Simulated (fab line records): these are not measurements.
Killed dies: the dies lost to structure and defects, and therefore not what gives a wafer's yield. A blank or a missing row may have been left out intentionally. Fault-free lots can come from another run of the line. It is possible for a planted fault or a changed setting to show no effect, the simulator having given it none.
8D (eight disciplines) problem report, filled in by code || flow n5_finfet || the parts of the form that need people (team, actions taken, sign-off) are left out

== 1. WHAT IS WRONG ==
Mean of rf_fwd_power_W at N5_BEOL_M7_ETCH_41: 296.6 W across 9 wafers in 3 lots; on wafers with no fault it is 390.8 W (standard deviation 1.8). Relative to the usual mean, that is a shift of -52 standard deviations.
The step: etches SiCN in CH3F/O2, target depth 31.9 nm, time 57.8 s.
Earliest sighting: wafer L537.1 on rie_diel-05 at day 10 18:55. The record has a number at this step for 33 wafers belonging to 11 lots. Rule for "out" (also "out of limits"): further than 4 standard deviations from the usual mean. The other wafers with a number count as sound.

== 2. WHAT IT IS, AND WHAT IT ISN'T ==
{"question": "which readings at this step", "is": "rf_fwd_power_W, rf_vpp_V", "is not": "drypump_motor_current_A, oes_product_au, showerhead_plenum_p_Torr, throttle_valve_pct"}
{"question": "which lots", "is": "L537, L539, L541", "is not": "L535, L536, L544, L546, L547, L548, L549, L552"}
{"question": "which wafers of those lots", "is": "all that have a number", "is not": "-"}
{"question": "read on which tools", "is": "rie_diel-05", "is not": "rie_diel-02, rie_diel-04"}
{"question": "when", "is": "from day 10 18:55", "is not": "up to then (6 sound wafers); but 18 sound wafers of L544, L546, L547, L548, L549, L552 came after"}

== 3. THE SUSPECTS, EACH WITH WHAT RULES IT OUT ==
Counting: any tool at a process step up to the reading is kept as a suspect provided that every lot that is out went through it and no sound lot did after the first of them.
- rie_diel-05 at N5_BEOL_M7_ETCH_41 (etches SiCN in CH3F/O2, target depth 31.9 nm, time 57.8 s): kept. Every lot that is out went through it, starting with L537 (day 10 18:55), and after that it ran no sound lot; the last sound lot it ran before then is L536 (day 10 12:23). On those wafers its own readings are out: rf_fwd_power_W, rf_vpp_V.
Left after counting: rie_diel-05 at N5_BEOL_M7_ETCH_41.

== 4. THE CAUSE (what the simulator had put in) ==
Drift in process parameters on rie_diel-05 at N5_BEOL_M7_ETCH_41, starting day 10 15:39. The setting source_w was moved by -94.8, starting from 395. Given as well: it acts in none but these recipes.
The count eliminated every tool but this one.

== 5. THE EFFECT CHAIN, in route order ==
Rows list readings where the struck wafers' mean (over those with a number) sits beyond 3 standard deviations from the usual. Only readings whose record carries a usual standard deviation are examined. hours: median over the lots of the time between each lot's start at the first step of this table that gives one and its start at this step. sigmas: the change, counted in usual standard deviations.
{"hours": 0, "step": "N5_BEOL_M7_ETCH_41", "reading": "rf_fwd_power_W", "usual": "390.8 W", "on struck wafers": 296.6, "change": -94.2, "sigmas": -52}
{"hours": 0, "step": "N5_BEOL_M7_ETCH_41", "reading": "rf_vpp_V", "usual": "297.5 V", "on struck wafers": 323.8, "change": "+26.3", "sigmas": "+16"}
It contains these process steps:
- N5_BEOL_M7_ETCH_41: etches SiCN in CH3F/O2, target depth 31.9 nm, time 57.8 s.

== 6. HOW IT WOULD HAVE BEEN CAUGHT EARLIER ==
3 hours passed between the start of the fault at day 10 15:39 and the first reading out of limits in this record, taken at day 10 18:55.
